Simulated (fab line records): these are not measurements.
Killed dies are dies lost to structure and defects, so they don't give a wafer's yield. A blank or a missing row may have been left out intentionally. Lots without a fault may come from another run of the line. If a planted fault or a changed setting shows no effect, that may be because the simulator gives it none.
fab line records ; flow nand_harc
record: lots: 6; wafers: 18; last_day: 24
route steps=1159 shown A_SOURCE_PLATE@416 A_ONON_D1@424 END@1159
lots that met no fault: taken from a fault-free run of the same line
start_h: hours from the record's first day to the start of the lot's first wafer shown ; wait_h: hours from the lot's prior step to this one ; " identical to the entry in the row above ; L1.1+2: a row that stands for several wafers ; - no value present, or no start provided ; * or withheld: withheld ; < > ~ a bound
route shown NAME@n: a module of which the file shows steps, and the number in the route of the first ; usual: mean/standard deviation of fault-free wafers ; same: alike in all rows ; chamber/n: place in a boat ; sites: the reading at each site ; _std_site: how widely they spread, as a standard deviation ; _edge_site: the outer-site mean with the inner-site mean subtracted ; radius_mm: how far each site lies from the wafer's centre ; mask NAME#n: copy n ; behind: tool/chamber where the wafer was last shaped ; hold: reason for holding the lot/hours on hold/outcome of the hold ; device: whichever transistor did not switch (one of n, p or np) ; end of line: the same wafers' tests at the end of the route ; step lacking rows: just its recipe ; killed: not the wafer's yield, but the dies lost to structure and defects at the first sort ; map: a wafer's dies, x killed, . not, _ none there
set.NAME: the setting that was run; set.NAME@STEP: the one run at that earlier step ; model.NAME: the simulator's own value behind a step, which no gauge read
lots at some steps of the route; a table a step, a row a wafer
services: the hour from which a tool's chamber was out of use, counted from the record's first day as start_h (under 0 if before that day), plus the number of hours and why
== steps ==
step: NHARC_A_SOURCE_PLATE_THK_MEAS_09
recipe: thk_meas_gauge: ellipsometry
usual: thk_nm: 9.7/0.97
lot.wafer;tool;chamber;start_h;wait_h;thk_nm
L943.4;film_metro-02;-;151.97;0.4;9.3
L943.5;film_metro-02;-;151.97;0.4;10.4
L943.6;film_metro-02;-;151.97;0.4;9.2
L951.2;film_metro-01;-;197.63;0.4;9.8
L951.5;film_metro-01;-;197.63;0.4;9.6
L951.6;film_metro-01;-;197.63;0.4;9.3
L953.2;film_metro-01;-;219.14;0.4;9.5
L953.5;film_metro-01;-;219.14;0.4;9.9
L953.6;film_metro-01;-;219.14;0.4;10.0
L956.3;film_metro-01;-;230.93;0.4;9.4
L956.5;film_metro-01;-;230.93;0.4;9.5
L956.6;film_metro-01;-;230.93;0.4;8.8
L960.1;film_metro-01;-;250.45;0.4;8.7
L960.3;film_metro-01;-;250.45;0.4;11.0
L960.4;film_metro-01;-;250.45;0.4;8.4
L963.3;film_metro-02;-;269.72;0.4;9.3
L963.5;film_metro-02;-;269.72;0.4;9.4
L963.6;film_metro-02;-;269.72;0.4;9.5
step: NHARC_A_SOURCE_PLATE_PVD_04
recipe: target_thk_a: 500; material: WSi2
step: NHARC_A_SOURCE_PLATE_CVD_03
recipe: target_thk_a: 2000; temp_c: 620; pressure_mtorr: 200; time_s: 4000; material: poly-Si
step: NHARC_A_SOURCE_PLATE_ANNEAL_05
recipe: temp_c: 850; time_s: 1800
step: NHARC_A_SOURCE_PLATE_THK_MEAS_06
recipe: thk_meas_gauge: ellipsometry
usual: thk_nm: 199.8/1.5
lot.wafer;tool;chamber;start_h;wait_h;thk_nm
L943.4;film_metro-02;-;166.41;0.4;199.3
L943.5;film_metro-02;-;166.41;0.4;198.3
L943.6;film_metro-02;-;166.41;0.4;198.3
L951.2;film_metro-02;-;210.88;0.4;198.8
L951.5;film_metro-02;-;210.88;0.4;199.0
L951.6;film_metro-02;-;210.88;0.4;199.7
L953.2;film_metro-02;-;234.02;0.4;199.6
L953.5;film_metro-02;-;234.02;0.4;198.4
L953.6;film_metro-02;-;234.02;0.4;199.0
L956.3;film_metro-02;-;245.21;0.4;197.7
L956.5;film_metro-02;-;245.21;0.4;198.6
L956.6;film_metro-02;-;245.21;0.4;199.9
L960.1;film_metro-01;-;266.04;0.4;198.7
L960.3;film_metro-01;-;266.04;0.4;200.9
L960.4;film_metro-01;-;266.04;0.4;197.7
L963.3;film_metro-01;-;282.95;0.4;199.6
L963.5;film_metro-01;-;282.95;0.4;198.1
L963.6;film_metro-01;-;282.95;0.4;197.3
step: NHARC_A_SOURCE_PLATE_INSPECT_08
usual: raw_defect_count: 60/32
lot.wafer;tool;chamber;start_h;wait_h;raw_defect_count
L943.4;defect_inspect-02;-;166.50;0.0;50
L943.5;defect_inspect-02;-;166.50;0.0;83
L943.6;defect_inspect-02;-;166.50;0.0;120
L951.2;defect_inspect-01;-;210.94;0.0;39
L951.5;defect_inspect-01;-;210.94;0.0;39
L951.6;defect_inspect-01;-;210.94;0.0;70
L953.2;defect_inspect-01;-;234.11;0.0;46
L953.5;defect_inspect-01;-;234.11;0.0;40
L953.6;defect_inspect-01;-;234.11;0.0;38
L956.3;defect_inspect-01;-;245.32;0.0;51
L956.5;defect_inspect-01;-;245.32;0.0;37
L956.6;defect_inspect-01;-;245.32;0.0;64
L960.1;defect_inspect-01;-;266.11;0.0;68
L960.3;defect_inspect-01;-;266.11;0.0;47
L960.4;defect_inspect-01;-;266.11;0.0;71
L963.3;defect_inspect-02;-;283.01;0.0;41
L963.5;defect_inspect-02;-;283.01;0.0;61
L963.6;defect_inspect-02;-;283.01;0.0;71
step: NHARC_A_ONON_D1_DEP_00
recipe: target_thk_a: 10000; n2_flow_sccm: 2750; n2o_flow_sccm: 2000; nh3_flow_sccm: 500; sih4_flow_sccm: 210; temp_c: 400
step: NHARC_A_ONON_D1_THK_MEAS_02
recipe: thk_meas_gauge: ellipsometry
usual: thk_nm: 1000/9.3
lot.wafer;tool;chamber;start_h;wait_h;thk_nm
L943.4;film_metro-02;-;167.08;-;1001
L943.5;film_metro-02;-;167.08;-;1002
L943.6;film_metro-02;-;167.08;-;1004
L951.2;film_metro-02;-;211.52;-;1006
L951.5;film_metro-02;-;211.52;-;1005
L951.6;film_metro-02;-;211.52;-;1006
L953.2;film_metro-01;-;234.69;-;998
L953.5;film_metro-01;-;234.69;-;999
L953.6;film_metro-01;-;234.69;-;999
L956.3;film_metro-01;-;246.15;-;987
L956.5;film_metro-01;-;246.15;-;987
L956.6;film_metro-01;-;246.15;-;986
L960.1;film_metro-01;-;266.68;-;983
L960.3;film_metro-01;-;266.68;-;983
L960.4;film_metro-01;-;266.68;-;983
L963.3;film_metro-01;-;283.59;-;994
L963.5;film_metro-01;-;283.59;-;996
L963.6;film_metro-01;-;283.59;-;994
step: NHARC_A_ONON_D1_DEP_03
recipe: target_thk_a: 10000; n2_flow_sccm: 2750; n2o_flow_sccm: 2000; nh3_flow_sccm: 500; sih4_flow_sccm: 210; temp_c: 400
step: NHARC_A_ONON_D1_THK_MEAS_05
recipe: thk_meas_gauge: ellipsometry
usual: thk_nm: 1001/8.4
lot.wafer;tool;chamber;start_h;wait_h;thk_nm
L943.4;film_metro-01;-;167.64;-;996
L943.5;film_metro-01;-;167.64;-;997
L943.6;film_metro-01;-;167.64;-;996
L951.2;film_metro-01;-;212.09;-;1016
L951.5;film_metro-01;-;212.09;-;1017
L951.6;film_metro-01;-;212.09;-;1015
L953.2;film_metro-02;-;235.37;-;1019
L953.5;film_metro-02;-;235.37;-;1019
L953.6;film_metro-02;-;235.37;-;1018
L956.3;film_metro-01;-;246.87;-;998
L956.5;film_metro-01;-;246.87;-;997
L956.6;film_metro-01;-;246.87;-;998
L960.1;film_metro-02;-;267.24;-;1001
L960.3;film_metro-02;-;267.24;-;1000
L960.4;film_metro-02;-;267.24;-;1000
L963.3;film_metro-02;-;284.16;-;1002
L963.5;film_metro-02;-;284.16;-;1001
L963.6;film_metro-02;-;284.16;-;1001
step: NHARC_A_ONON_D1_DEP_06
recipe: target_thk_a: 10000; n2_flow_sccm: 2750; n2o_flow_sccm: 2000; nh3_flow_sccm: 500; sih4_flow_sccm: 210; temp_c: 400
usual: n2o_flow_sccm: 1999/5.8
lot.wafer;tool;chamber;start_h;wait_h;n2o_flow_sccm
L943.4;pecvd_onon-04;0;167.87;0.2;2004
L943.5;pecvd_onon-04;0;167.87;0.2;2003
L943.6;pecvd_onon-04;0;167.87;0.2;2003
L951.2;pecvd_onon-04;0;212.20;0.1;2394
L951.5;pecvd_onon-04;0;212.20;0.1;2394
L951.6;pecvd_onon-04;0;212.20;0.1;2393
L953.2;pecvd_onon-04;0;235.50;0.1;2408
L953.5;pecvd_onon-04;0;235.50;0.1;2407
L953.6;pecvd_onon-04;0;235.50;0.1;2407
L956.3;pecvd_onon-03;0;247.52;0.6;1994
L956.5;pecvd_onon-03;0;247.52;0.6;1997
L956.6;pecvd_onon-03;0;247.52;0.6;2002
L960.1;pecvd_onon-03;0;267.30;0.1;1999
L960.3;pecvd_onon-03;0;267.30;0.1;1991
L960.4;pecvd_onon-03;0;267.30;0.1;2000
L963.3;pecvd_onon-03;0;284.34;0.2;1994
L963.5;pecvd_onon-03;0;284.34;0.2;1999
L963.6;pecvd_onon-03;0;284.34;0.2;2005
step: NHARC_A_ONON_D1_THK_MEAS_08
recipe: thk_meas_gauge: ellipsometry
usual: thk_nm: 998/11
lot.wafer;tool;chamber;start_h;wait_h;thk_nm
L943.4;film_metro-02;-;168.21;-;1006
L943.5;film_metro-02;-;168.21;-;1006
L943.6;film_metro-02;-;168.21;-;1006
L951.2;film_metro-01;-;212.66;-;982
L951.5;film_metro-01;-;212.66;-;982
L951.6;film_metro-01;-;212.66;-;982
L953.2;film_metro-02;-;235.95;-;996
L953.5;film_metro-02;-;235.95;-;996
L953.6;film_metro-02;-;235.95;-;997
L956.3;film_metro-01;-;247.91;-;997
L956.5;film_metro-01;-;247.91;-;1000
L956.6;film_metro-01;-;247.91;-;1001
L960.1;film_metro-01;-;267.82;-;981
L960.3;film_metro-01;-;267.82;-;982
L960.4;film_metro-01;-;267.82;-;980
L963.3;film_metro-02;-;284.73;-;992
L963.5;film_metro-02;-;284.73;-;990
L963.6;film_metro-02;-;284.73;-;990
step: NHARC_END_SORT_01
recipe: temp_c: 25
usual: killed_at_array: 25/9.2; killed_at_other: 0.9/1.3; killed_at_periphery: 3.3/2.3; killed_dies: 29/9.6; killed_open: 3.2/1.8; killed_short: 2/1.4
same: gross_dies: 677
lot.wafer;tool;chamber;start_h;wait_h;killed_at_array;killed_at_other;killed_at_periphery;killed_dies;killed_open;killed_short
L951.2;prober-02;0;478.93;2.8;32;4;2;38;6;1
L951.5;prober-02;0;481.31;3.7;33;1;4;38;3;1
L951.6;prober-02;0;482.11;4.0;39;4;3;46;3;0
L953.2;prober-02;0;513.06;2.8;45;0;7;52;0;2
L953.5;prober-02;0;515.47;3.7;51;0;4;55;2;3
L953.6;prober-02;0;516.28;4.0;33;0;9;42;3;3
L956.3;prober-02;0;543.60;3.1;21;1;4;26;4;1
L956.5;prober-02;0;545.16;3.6;16;4;2;22;3;4
L956.6;prober-02;0;545.94;3.9;25;5;0;30;1;2
killed by level:class
L951.2 A_CHANNEL_HOLE_D1:chamber_film_flake=7 A_SLIT:chamber_film_flake=5 A_CONTACT:chamber_film_flake=4 A_STAIRCASE:chamber_film_flake=4 THIN_TSV:chamber_film_flake=4 A_M0:geometric_particle:open=3 A_CHANNEL_FILL_D1:chamber_film_flake=2 A_M0:chamber_film_flake=2
L951.5 A_CHANNEL_HOLE_D1:chamber_film_flake=11 A_SLIT:chamber_film_flake=6 A_M0:chamber_film_flake=5 P_ZERO_WELL:chamber_film_flake=4 A_CONTACT:chamber_film_flake=3 A_WL_FILL:chamber_film_flake=2 A_ONON_D1:geometric_particle:open=1 A_CHANNEL_FILL_D1:geometric_particle:open=1
L951.6 A_CHANNEL_HOLE_D1:chamber_film_flake=21 A_SLIT:chamber_film_flake=8 THIN_TSV:chamber_film_flake=4 A_SGD_CUT:chamber_film_flake=3 P_CONTACT:geometric_particle:open=2 A_WL_FILL:chamber_film_flake=2 A_CONTACT:chamber_film_flake=2 A_CHANNEL_FILL_D1:geometric_particle:open=1
L953.2 A_CHANNEL_HOLE_D1:chamber_film_flake=24 A_SLIT:chamber_film_flake=10 P_CONTACT:chamber_film_flake=7 A_STAIRCASE:chamber_film_flake=6 A_M0:chamber_film_flake=2 A_CHANNEL_HOLE_D1:geometric_particle:short=1 A_WL_FILL:geometric_particle:short=1 A_ZERO_WELL:chamber_film_flake=1
L953.5 A_CHANNEL_HOLE_D1:chamber_film_flake=18 A_SLIT:chamber_film_flake=13 A_STAIRCASE:chamber_film_flake=10 P_CONTACT:chamber_film_flake=3 A_CONTACT:chamber_film_flake=2 A_BONDPAD:chamber_film_flake=2 P_M0:geometric_particle:short=1 A_CHANNEL_FILL_D1:geometric_particle:open=1
L953.6 A_CHANNEL_HOLE_D1:chamber_film_flake=10 P_CONTACT:chamber_film_flake=8 A_SLIT:chamber_film_flake=7 A_STAIRCASE:chamber_film_flake=6 A_BLC:geometric_particle:open=2 A_M0:chamber_film_flake=2 A_CONTACT:chamber_film_flake=2 P_M1:geometric_particle:open=1
L956.3 A_STAIRCASE:chamber_film_flake=9 A_SLIT:chamber_film_flake=4 A_CHANNEL_HOLE_D1:chamber_film_flake=3 P_CONTACT:geometric_particle:open=2 A_CONTACT:chamber_film_flake=2 P_M1:geometric_particle:open=1 A_SGD_CUT:geometric_particle:short=1 A_M0:geometric_particle:open=1
L956.5 A_STAIRCASE:chamber_film_flake=4 THIN_TSV:chamber_film_flake=4 A_SLIT:chamber_film_flake=3 A_CHANNEL_HOLE_D1:chamber_film_flake=2 A_CONTACT:chamber_film_flake=2 P_CONTACT:geometric_particle:open=1 P_CONTACT:geometric_particle:short=1 A_SGD_CUT:geometric_particle:short=1
L956.6 A_STAIRCASE:chamber_film_flake=11 A_CHANNEL_HOLE_D1:chamber_film_flake=5 THIN_TSV:chamber_film_flake=5 A_SLIT:chamber_film_flake=3 A_CONTACT:chamber_film_flake=3 A_ONON_D1:geometric_particle:short=2 A_CONTACT:geometric_particle:open=1
== services ==
tool;chamber;start_h;hours;kind
pecvd_onon-03;-;153.38;13.0;pm
pecvd_onon-04;-;237.00;13.0;pm
== key ==
first_sign: step: NHARC_A_ONON_D1_DEP_06; reading: n2o_flow_sccm; direction: up; sigmas: 69; usual: 1999; struck: 2400
effect none on later readings
met_at NHARC_A_ONON_D1_DEP_06
struck_wafers L951.2,L951.5,L951.6,L953.2,L953.5,L953.6
tester_left_out L951,L953
onset_between 167.87 212.20
fault: kind: process_parameter_drift; tool: pecvd_onon-04; chamber: -; onset_h: 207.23; steps: NHARC_A_ONON_D1_DEP_06; channel: n2o_flow_sccm; offset: 400; shape: step; end_h: 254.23; acts_in: these_recipes_only; stated: 2000
tester_left_out: of these lots the tester's yield and bins aren't shown, on N5 and GAA mostly nor the transistor test; their killed dies are dies lost to structure and defects alone, not to doping, threshold or leakage, so they don't give the yield
